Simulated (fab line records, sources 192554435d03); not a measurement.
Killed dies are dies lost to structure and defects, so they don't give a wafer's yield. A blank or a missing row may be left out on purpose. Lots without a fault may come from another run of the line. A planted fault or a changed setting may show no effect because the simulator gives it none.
fab line records | flow n5_finfet | part 1 of 2: steps 1 to 19 of 30
record lots=5 wafers=15 last_day=17
route steps=1938 shown MIM_TOP_LITHO@1849 MIM_TOP_ETCH@1851 MIM_BOT_LITHO@1854 MIM_BOT_ETCH@1866 PASS1_CAP@1873 TV_LITHO@1875
lots that met no fault: from a run of the same line without faults
start_h: hours from the record's first day to the start of the lot's first wafer shown | wait_h: hours since the lot's step before | " the same as in the row above | L1.1+2: a row that stands for several wafers | - no value, or no start given | * or withheld: withheld | < > ~ a bound
route shown NAME@n: a module of which the file shows steps, and the number in the route of the first | usual: mean/standard deviation of fault-free wafers | same: alike in all rows | chamber/n: place in a boat | sites: the reading at each site | _std_site: their standard deviation | _edge_site: outer sites' mean less inner sites' | radius_mm: how far each site lies from the wafer's centre | mask NAME#n: copy n | behind: the tool/chamber that last shaped the wafer | hold: why the lot was held/for how many hours/how that ended | device: the transistor (n, p or np) that didn't switch | end of line: the same wafers' tests at the end of the route | a step without rows: its recipe alone | killed: dies lost to structure and defects at the first sort, not the wafer's yield | map: a wafer's dies, x killed, . not, _ none there
set.NAME: the setting as run; set.NAME@STEP: as run at that earlier step | model.NAME: the simulator's own value behind a step, which no gauge read
lots at some steps of the route; a table a step, a row a wafer
services: from which hour (start_h, from the record's first day; less than 0 if before it) a tool's chamber was out of use, for how many hours, and why
## steps
# step N5_MIM_TOP_LITHO_INSPECT_12
# recipe mode=adi inspect_instrument=macro
# usual raw_defect_count=2.2/1.5
# columns lot.wafer tool chamber start_h wait_h raw_defect_count
L075.1 defect_inspect-01 - 247.17 0.0 5
L075.2 " - " " 4
L075.5 " - " " 2
L074.1 defect_inspect-02 - 247.37 0.0 3
L074.2 " - " " 2
L074.4 " - " " 3
L088.2 defect_inspect-01 - 340.34 0.0 1
L088.4 " - " " 1
L088.6 " - " " 2
L091.3 defect_inspect-01 - 370.76 0.0 3
L091.4 " - " " 3
L091.5 " - " " 0
L097.2 defect_inspect-02 - 394.66 0.0 2
L097.4 " - " " 4
L097.6 " - " " 1
# step N5_MIM_TOP_LITHO_DESCUM_10
# recipe chemistry=O2 time_s=7.9 source_power_w=50 bias_power_w=20 pressure_mtorr=20 rf_frequency_hz=2.712e+07 temp_c=40 o2_flow_sccm=225
# usual drypump_motor_current_A=5.8/0.46 oes_product_au=0.78/0.084 rf_vpp_V=243.4/0.94 showerhead_plenum_p_Torr=2.11/0.05 throttle_valve_pct=20.5/0.34
# columns lot.wafer tool chamber start_h wait_h drypump_motor_current_A oes_product_au rf_hours_counter_h rf_vpp_V showerhead_plenum_p_Torr throttle_valve_pct
L075.1 rie_diel-02 0 247.20 0.0 6.5 0.83 79 245.2 2.19 20.4
L075.2 " 1 " " 6.3 0.69 247 242.4 2.05 20.2
L075.5 " 2 " " 5.1 0.71 - 241.6 2.09 21.0
L074.1 rie_diel-05 3 247.40 0.0 5.5 0.78 115 243.1 2.22 20.4
L074.2 " 1 " " 6.2 0.80 110 243.4 2.11 20.7
L074.4 " 2 " " 4.9 0.72 210 244.9 2.16 20.2
L088.2 rie_diel-02 2 340.50 0.2 5.1 0.68 242 242.7 2.08 21.0
L088.4 " 0 " " 6.6 0.80 111 243.7 2.18 20.4
L088.6 " 1 " " 6.3 0.91 - 242.3 2.04 19.8
L091.3 rie_diel-06 3 370.79 0.0 5.7 0.76 159 243.2 2.10 20.7
L091.4 " 2 " " 5.5 0.71 192 242.8 2.07 20.4
L091.5 " 3 " " 5.7 0.75 - 242.4 2.10 20.7
L097.2 rie_diel-06 1 394.79 0.1 5.7 0.91 25 243.9 2.15 20.3
L097.4 " 2 " " 5.5 0.70 200 243.9 2.06 20.4
L097.6 " 3 " " 5.7 0.74 - 243.1 2.09 20.7
# step N5_MIM_TOP_ETCH_ETCH_00
# recipe chemistry=Cl2/BCl3 target=TiN target_depth_a=385 ion_energy_ev=150 pressure_mtorr=10 icp_w=1000 bias_w=126 Cl2_flow_sccm=53.25 bcl3_flow_sccm=21.75 Ar_flow_sccm=25
# usual bcl3_flow_sccm=21.76/0.069 drypump_motor_current_A=6.0/0.44 mfc_ar_sccm=24.99/0.078 oes_product_au=0.78/0.04 throttle_valve_pct=22.75/0.2
# columns lot.wafer tool chamber start_h wait_h bcl3_flow_sccm drypump_motor_current_A mfc_ar_sccm oes_product_au rf_hours_counter_h throttle_valve_pct
L075.1 rie_metal-02 1 247.29 0.1 21.71 5.2 25.00 0.83 32 22.72
L075.2 " 0 " " 21.76 6.4 25.04 0.75 47 22.48
L075.5 " 1 " " 21.68 5.2 24.99 0.82 - 22.71
L074.1 rie_metal-02 0 247.49 0.1 21.69 6.4 25.01 0.75 47 22.50
L074.2 " 1 " " 21.77 5.2 25.10 0.82 32 22.72
L074.4 " 1 " " 21.84 5.2 25.02 0.82 - 22.73
L088.2 rie_metal-03 0 340.58 0.1 21.81 6.5 24.99 0.79 37 22.66
L088.4 " 0 " " 21.78 6.5 24.99 0.79 - 22.67
L088.6 " 0 " " 21.71 6.5 25.02 0.79 - 22.67
L091.3 rie_metal-02 1 370.92 0.1 21.80 5.2 25.08 0.78 - 22.75
L091.4 " 0 " " 21.77 6.4 24.93 0.72 - 22.52
L091.5 " 1 " " 21.83 5.2 25.00 0.79 - 22.74
L097.2 rie_metal-02 1 394.87 0.1 21.63 5.2 24.99 0.78 45 22.75
L097.4 " 0 " " 21.75 6.4 24.86 0.72 - 22.52
L097.6 " 1 " " 21.82 5.2 24.90 0.77 - 22.75
# step N5_MIM_TOP_ETCH_STRIP_01
# recipe chemistry=O2 power_w=600 temp_c=60 pressure_mtorr=30 rf_frequency_hz=6e+07 bias_power_w=0 overash_fraction=0.5 o2_flow_sccm=225
# usual drypump_motor_current_A=5.7/0.42 oes_product_au=0.76/0.098 rf_vpp_V=3.6/1.4 showerhead_plenum_p_Torr=2.09/0.066 throttle_valve_pct=16.80/0.25
# columns lot.wafer tool chamber start_h wait_h drypump_motor_current_A oes_product_au rf_hours_counter_h rf_vpp_V showerhead_plenum_p_Torr throttle_valve_pct
L075.1 rie_diel-04 0 247.43 0.1 4.7 0.67 223 1.9 2.00 16.99
L075.2 " 3 " " 5.9 0.69 240 2.7 2.08 17.26
L075.5 " 2 " " 5.7 0.70 - 0.9 2.17 16.48
L074.1 rie_diel-01 2 247.64 0.1 6.3 0.71 188 4.9 2.10 16.93
L074.2 " 1 " " 6.0 0.85 51 3.5 2.11 16.25
L074.4 " 0 " " 5.3 0.96 14 3.3 2.16 16.72
L088.2 rie_diel-03 2 340.72 0.1 5.5 0.70 216 4.7 1.99 17.04
L088.4 " 2 " " 5.5 0.69 - 1.9 1.99 17.03
L088.6 " 0 " " 5.7 0.70 - 3.7 2.17 17.10
L091.3 rie_diel-01 1 371.10 0.1 6.0 0.79 92 4.5 2.10 16.36
L091.4 " 2 " " 6.3 0.67 230 3.4 2.09 17.04
L091.5 " 3 " " 5.8 0.68 - 1.4 2.00 16.87
L097.2 rie_diel-04 0 395.05 0.1 4.7 0.93 6 3.7 2.25 16.52
L097.4 " 3 " " 5.9 0.91 - 2.3 2.07 16.90
L097.6 " 0 " " 4.7 0.92 - 4.5 2.25 16.58
# step N5_MIM_TOP_ETCH_PECVD_03
# recipe material=SiNx target_thk_a=200 temp_c=400 precursor=SiH4/NH3/N2 pressure_torr=1.5 rf_w=300 time_s=17.6
# usual heater_power_outer_w=477/72 heater_power_w=780/110 showerhead_plenum_p_Torr=5.109/0.028 throttle_valve_pct=39.5/1.9
# columns lot.wafer tool chamber start_h wait_h heater_power_outer_w heater_power_w showerhead_plenum_p_Torr throttle_valve_pct
L075.1 pecvd-02 1 247.49 - 432 727 5.138 41.5
L075.2 " 2 " " 433 727 5.087 37.1
L075.5 " 1 " " 431 730 5.148 41.8
L074.1 pecvd-04 0 247.70 - 505 814 5.068 42.1
L074.2 " 2 " " 519 882 5.156 38.5
L074.4 " 0 " " 504 827 5.064 41.6
L088.2 pecvd-02 0 340.79 - 462 768 5.078 40.0
L088.4 " 0 " " 455 779 5.094 39.9
L088.6 " 2 " " 443 747 5.084 36.7
L091.3 pecvd-03 2 371.16 - 416 647 5.133 40.4
L091.4 " 1 " " 485 798 5.065 36.5
L091.5 " 2 " " 407 635 5.142 40.8
L097.2 pecvd-02 2 395.11 - 375 647 5.104 37.1
L097.4 " 2 " " 378 642 5.089 37.0
L097.6 " 1 " " 441 737 5.139 41.8
# step N5_MIM_BOT_LITHO_HMDS_01
# recipe time_s=60 temp_c=120
# usual heater_power_total_W=196.8/2.1
# columns lot.wafer tool chamber start_h wait_h heater_power_total_W
L075.1 litho_track-01 0 247.59 0.1 193.8
L075.2 " 0 " " 197.1
L075.5 " 0 " " 196.9
L074.1 litho_track-01 0 247.77 0.0 197.9
L074.2 " 0 " " 196.2
L074.4 " 0 " " 199.7
L088.2 litho_track-01 0 340.86 0.0 198.4
L088.4 " 0 " " 198.1
L088.6 " 0 " " 195.5
L091.3 litho_track-04 0 371.24 0.1 199.7
L091.4 " 0 " " 194.0
L091.5 " 0 " " 196.4
L097.2 litho_track-05 0 395.19 0.0 199.8
L097.4 " 0 " " 194.0
L097.6 " 0 " " 197.5
# step N5_MIM_BOT_LITHO_COAT_02
# recipe spin_rpm=* resist_thk_nm=*
# columns lot.wafer tool chamber start_h wait_h
L075.1+2+5 litho_track-01 0 - -
L074.1+2+4 litho_track-01 0 - -
L088.2+4+6 litho_track-01 0 - -
L091.3+4+5 litho_track-04 0 - -
L097.2+4+6 litho_track-05 0 - -
# step N5_MIM_BOT_LITHO_EBR_04
# recipe solvent=PGMEA ebr_width_mm=1.5
# columns lot.wafer tool chamber start_h wait_h
L075.1+2+5 litho_track-01 0 - -
L074.1+2+4 litho_track-01 0 - -
L088.2+4+6 litho_track-01 0 - -
L091.3+4+5 litho_track-04 0 - -
L097.2+4+6 litho_track-05 0 - -
# step N5_MIM_BOT_LITHO_SOFTBAKE_03
# recipe temp_c=100 time_s=90
# usual heater_power_total_W=121.3/0.59
# columns lot.wafer tool chamber start_h wait_h heater_power_total_W
L075.1 litho_track-01 0 - - 120.4
L075.2 " 0 " " 121.3
L075.5 " 0 " " 121.2
L074.1 litho_track-01 0 - - 121.2
L074.2 " 0 " " 121.2
L074.4 " 0 " " 121.2
L088.2 litho_track-01 0 - - 121.1
L088.4 " 0 " " 121.1
L088.6 " 0 " " 121.5
L091.3 litho_track-04 0 - - 121.5
L091.4 " 0 " " 120.5
L091.5 " 0 " " 122.0
L097.2 litho_track-05 0 - - 120.4
L097.4 " 0 " " 122.2
L097.6 " 0 " " 122.3
# step N5_MIM_BOT_LITHO_EXPOSE_05
# recipe mask_id=MIM_BOT na=0.55 source_shape=conventional sigma_outer=0.8 polarization=unpolarized dose_mj=24.25
# usual focus_offset_nm=0.0/0.56
# columns lot.wafer tool chamber start_h wait_h mask focus_offset_nm
L075.1 krf_scanner-02 0 247.70 - MIM_BOT#0 0.7
L075.2 " 0 " " MIM_BOT#0 -0.3
L075.5 " 0 " " MIM_BOT#0 0.6
L074.1 krf_scanner-01 0 248.01 - MIM_BOT#0 0.4
L074.2 " 0 " " MIM_BOT#0 1.1
L074.4 " 0 " " MIM_BOT#0 0.4
L088.2 krf_scanner-01 0 340.97 - MIM_BOT#0 0.8
L088.4 " 0 " " MIM_BOT#0 0.5
L088.6 " 0 " " MIM_BOT#0 -0.7
L091.3 krf_scanner-01 0 371.48 - MIM_BOT#0 0.7
L091.4 " 0 " " MIM_BOT#0 0.6
L091.5 " 0 " " MIM_BOT#0 0.5
L097.2 krf_scanner-02 0 395.30 - MIM_BOT#0 -0.2
L097.4 " 0 " " MIM_BOT#0 0.2
L097.6 " 0 " " MIM_BOT#0 -0.6
# step N5_MIM_BOT_LITHO_PEB_06
# recipe peb_temp_c=withheld peb_time_s=*
# columns lot.wafer tool chamber start_h wait_h
L075.1+2+5 litho_track-04 0 247.75 0.1
L074.1+2+4 litho_track-01 0 248.06 0.1
L088.2+4+6 litho_track-05 0 341.03 0.0
L091.3+4+5 litho_track-04 0 371.53 0.0
L097.2+4+6 litho_track-05 0 395.35 0.0
# step N5_MIM_BOT_LITHO_DEVELOP_07
# recipe develop_time_s=60 rinse_liquid=diw dry=air_spin dev_temp_c=21
# same develop_time_s=60
# columns lot.wafer tool chamber start_h wait_h
L075.1+2+5 litho_track-04 0 - -
L074.1+2+4 litho_track-01 0 - -
L088.2+4+6 litho_track-05 0 - -
L091.3+4+5 litho_track-04 0 - -
L097.2+4+6 litho_track-05 0 - -
# step N5_MIM_BOT_LITHO_HARDBAKE_09
# recipe temp_c=130 time_s=120
# usual heater_power_total_W=148.1/0.93
# columns lot.wafer tool chamber start_h wait_h heater_power_total_W
L075.1 litho_track-04 0 - - 148.9
L075.2 " 0 " " 148.1
L075.5 " 0 " " 149.2
L074.1 litho_track-01 0 - - 149.3
L074.2 " 0 " " 149.1
L074.4 " 0 " " 147.4
L088.2 litho_track-05 0 - - 148.1
L088.4 " 0 " " 146.3
L088.6 " 0 " " 148.9
L091.3 litho_track-04 0 - - 147.6
L091.4 " 0 " " 147.4
L091.5 " 0 " " 149.1
L097.2 litho_track-05 0 - - 149.0
L097.4 " 0 " " 148.0
L097.6 " 0 " " 146.6
# step N5_MIM_BOT_LITHO_CD_MEAS_08
# recipe target_cd_nm=3000 landing_energy_ev=500 detector=se_inlens polarity=opening
# usual cd_nm=3000.9/1.9
# columns lot.wafer tool chamber start_h wait_h cd_nm
L075.1 cd_sem-01 0 247.87 - 3000.7
L075.2 " 0 " " 3002.6
L075.5 " 0 " " 3004.0
L074.1 cd_sem-01 0 248.18 - 2999.4
L074.2 " 0 " " 2999.7
L074.4 " 0 " " 2998.1
L088.2 cd_sem-01 0 341.15 - 2998.5
L088.4 " 0 " " 3001.6
L088.6 " 0 " " 3001.5
L091.3 cd_sem-03 0 371.65 - 2999.2
L091.4 " 0 " " 2997.7
L091.5 " 0 " " 2999.2
L097.2 cd_sem-01 0 395.47 - 3001.1
L097.4 " 0 " " 2998.3
L097.6 " 0 " " 2998.3
# step N5_MIM_BOT_LITHO_OVL_MEAS_11
# recipe points_per_wafer=44
# usual MIM_BOT_OVL=0/4.6
# columns lot.wafer tool chamber start_h wait_h MIM_BOT_OVL[nm]
L075.1 overlay-01 0 247.90 0.0 3
L075.2 " 0 " " -1
L075.5 " 0 " " -3
L074.1 overlay-02 0 248.21 0.0 -6
L074.2 " 0 " " 4
L074.4 " 0 " " -4
L088.2 overlay-02 0 341.17 0.0 6
L088.4 " 0 " " 2
L088.6 " 0 " " -3
L091.3 overlay-01 0 371.68 0.0 2
L091.4 " 0 " " 3
L091.5 " 0 " " 2
L097.2 overlay-01 0 395.50 0.0 6
L097.4 " 0 " " 5
L097.6 " 0 " " 2
# step N5_MIM_BOT_LITHO_INSPECT_12
# recipe mode=adi inspect_instrument=macro
# usual raw_defect_count=2.1/1.5
# columns lot.wafer tool chamber start_h wait_h raw_defect_count
L075.1 defect_inspect-01 - 247.93 0.0 7
L075.2 " - " " 7
L075.5 " - " " 1
L074.1 defect_inspect-01 - 248.24 0.0 1
L074.2 " - " " 2
L074.4 " - " " 0
L088.2 defect_inspect-01 - 341.20 0.0 3
L088.4 " - " " 1
L088.6 " - " " 4
L091.3 defect_inspect-02 - 371.70 0.0 1
L091.4 " - " " 1
L091.5 " - " " 1
L097.2 defect_inspect-01 - 395.53 0.0 2
L097.4 " - " " 2
L097.6 " - " " 3
# step N5_MIM_BOT_LITHO_DESCUM_10
# recipe chemistry=O2 time_s=7.9 source_power_w=50 bias_power_w=20 pressure_mtorr=20 rf_frequency_hz=2.712e+07 temp_c=40 o2_flow_sccm=225
# usual drypump_motor_current_A=5.8/0.45 oes_product_au=0.77/0.085 rf_vpp_V=243.2/1.1 showerhead_plenum_p_Torr=2.11/0.049 throttle_valve_pct=20.5/0.32
# columns lot.wafer tool chamber start_h wait_h drypump_motor_current_A oes_product_au rf_hours_counter_h rf_vpp_V showerhead_plenum_p_Torr throttle_valve_pct
L075.1 rie_diel-02 0 248.00 0.1 6.6 0.84 79 245.1 2.19 20.4
L075.2 " 1 " " 6.3 0.69 248 242.9 2.05 20.2
L075.5 " 1 " " 6.3 0.69 - 243.3 2.05 20.2
L074.1 rie_diel-06 1 248.30 0.1 5.7 0.67 229 243.8 2.16 20.6
L074.2 " 2 " " 5.5 0.75 144 243.3 2.08 20.3
L074.4 " 3 " " 5.7 0.80 111 243.6 2.11 20.7
L088.2 rie_diel-02 0 341.48 0.3 6.5 0.79 111 245.7 2.18 20.4
L088.4 " 3 " " 5.9 0.71 180 242.9 2.09 20.8
L088.6 " 0 " " 6.5 0.78 - 244.9 2.18 20.4
L091.3 rie_diel-02 3 371.78 0.1 5.9 0.70 191 242.8 2.08 20.8
L091.4 " 1 " " 6.3 0.88 - 243.4 2.03 19.8
L091.5 " 0 " " 6.5 0.78 - 244.6 2.18 20.4
L097.2 rie_diel-02 0 395.56 0.0 6.6 0.77 133 244.3 2.17 20.5
L097.4 " 3 " " 5.9 0.70 202 241.5 2.08 20.9
L097.6 " 1 " " 6.3 0.88 - 243.0 2.03 19.8
# step N5_MIM_BOT_ETCH_ETCH_04
# recipe chemistry=CF4/O2 target=SiNx target_depth_a=260 time_s=13 ion_energy_ev=100 pressure_mtorr=40 source_w=535 bias_w=49 Ar_flow_sccm=100 cf4_flow_sccm=100 O2_flow_sccm=10
# usual drypump_motor_current_A=5.8/0.45 mfc_ar_sccm=100.0/0.3 oes_product_au=0.77/0.088 rf_vpp_V=238/5 showerhead_plenum_p_Torr=2.22/0.043 throttle_valve_pct=16.07/0.28
# columns lot.wafer tool chamber start_h wait_h drypump_motor_current_A mfc_ar_sccm oes_product_au rf_hours_counter_h rf_vpp_V showerhead_plenum_p_Torr throttle_valve_pct
L075.1 rie_diel-02 0 248.07 0.0 6.5 99.5 0.83 79 237 2.30 15.98
L075.2 " 1 " " 6.2 99.5 0.68 248 237 2.17 15.91
L075.5 " 1 " " 6.3 100.0 0.68 - 239 2.17 15.90
L074.1 rie_diel-06 1 248.37 0.0 5.7 99.5 0.70 229 239 2.26 16.20
L074.2 " 2 " " 5.5 100.0 0.75 144 232 2.21 15.95
L074.4 " 3 " " 5.7 100.5 0.80 111 244 2.22 16.14
L088.2 rie_diel-02 0 341.55 0.0 6.5 100.0 0.80 111 238 2.29 16.05
L088.4 " 3 " " 5.9 99.7 0.73 180 229 2.19 16.42
L088.6 " 0 " " 6.6 100.0 0.79 - 238 2.29 16.05
L091.3 rie_diel-02 3 371.85 0.0 5.9 99.6 0.72 191 228 2.19 16.43
L091.4 " 1 " " 6.3 99.7 0.89 - 238 2.15 15.48
L091.5 " 0 " " 6.6 100.0 0.79 - 237 2.29 16.07
L097.2 rie_diel-02 0 395.62 0.0 6.5 100.1 0.78 133 236 2.29 16.08
L097.4 " 3 " " 5.8 99.7 0.70 202 228 2.19 16.46
L097.6 " 1 " " 6.3 100.0 0.88 - 239 2.15 15.48
# step N5_MIM_BOT_ETCH_ETCH_03
# recipe chemistry=Cl2/BCl3 target_depth_a=120 pressure_mtorr=8 icp_w=800 bias_w=100 Cl2_flow_sccm=20 bcl3_flow_sccm=80
# usual bcl3_flow_sccm=79.96/0.25 drypump_motor_current_A=6.0/0.44 oes_product_au=0.78/0.038 throttle_valve_pct=27.60/0.23
# columns lot.wafer tool chamber start_h wait_h bcl3_flow_sccm drypump_motor_current_A oes_product_au rf_hours_counter_h throttle_valve_pct
L075.1 rie_metal-03 1 248.16 0.1 80.18 6.1 0.87 9 28.00
L075.2 " 0 " " 80.26 6.5 0.81 27 27.36
L075.5 " 0 " " 80.16 6.5 0.82 - 27.35
L074.1 rie_metal-02 0 248.46 0.1 79.97 6.4 0.75 47 27.39
L074.2 " 1 " " 80.65 5.2 0.83 32 27.52
L074.4 " 0 " " 79.93 6.4 0.76 - 27.38
L088.2 rie_metal-02 0 341.64 0.1 80.21 6.3 0.73 55 27.38
L088.4 " 1 " " 79.98 5.2 0.80 - 27.54
L088.6 " 1 " " 80.27 5.2 0.79 - 27.53
L091.3 rie_metal-03 0 371.96 0.1 80.08 6.4 0.78 - 27.40
L091.4 " 1 " " 79.96 6.1 0.82 - 28.05
L091.5 " 1 " " 79.63 6.1 0.82 - 28.04
L097.2 rie_metal-01 1 395.71 0.1 79.75 5.8 0.74 53 27.66
L097.4 " 0 " " 79.94 5.8 0.75 - 27.63
L097.6 " 1 " " 79.83 5.8 0.74 - 27.67
